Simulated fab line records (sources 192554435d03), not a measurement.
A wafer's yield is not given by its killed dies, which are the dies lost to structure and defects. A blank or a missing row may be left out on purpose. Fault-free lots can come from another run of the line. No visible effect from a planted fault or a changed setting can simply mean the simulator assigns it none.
Chamber matching | flow n5-finfet | rie-diel-05 running N5_BEOL_M7_STRIP_67: 4 sister chambers
The step strips in CF4. 7 wafers are shown with their chamber, then 7 later ones without.

WAFERS, EACH WITH ITS CHAMBER
wafer  | chamber | showerhead-plenum-p-Torr (Torr) | oes-product-au (a.u.)
L075.4 | 3       | 1.86                            | 0.71
L080.6 | 1       | 1.74                            | 0.77
L084.6 | 0       | 1.84                            | 0.90
L085.1 | 1       | 1.74                            | 0.76
L085.2 | 0       | 1.83                            | 0.89
L086.3 | 2       | 1.80                            | 0.77
L086.5 | 2       | 1.79                            | 0.76

WAFERS WITHOUT THEIR CHAMBER
wafer  | showerhead-plenum-p-Torr (Torr) | oes-product-au (a.u.)
L086.6 | 1.74                            | 0.77
L087.3 | 1.83                            | 0.88
L087.4 | 1.74                            | 0.77
L087.5 | 1.79                            | 0.76
L095.1 | 1.83                            | 0.86
L095.3 | 1.74                            | 0.76
L095.6 | 1.83                            | 0.86

THE CHAMBER EACH PASSED THROUGH
wafer  | from the rows above | in truth
L086.6 | 1                   | 1
L087.3 | 0                   | 0
L087.4 | 1                   | 1
L087.5 | 2                   | 2
L095.1 | 0                   | 0
L095.3 | 1                   | 1
L095.6 | 0                   | 0
7 of 7 placed correctly. Can't be placed from these rows: 0. 0 placed wrongly.
How it was worked out, from the rows above alone: a wafer's distance from a chamber is the root of the sum, over the readings, of the square of ((its reading less the chamber's mean) divided by the reading's scatter). The wafer belongs to the nearest chamber; if the next one is less than 2 further off, it can't be placed. Each chamber's mean is taken over the wafers shown for it. The scatter is the square root of a quotient: the sum, over the shown wafers, of each reading's squared deviation from its chamber's mean, divided by wafers minus chambers.
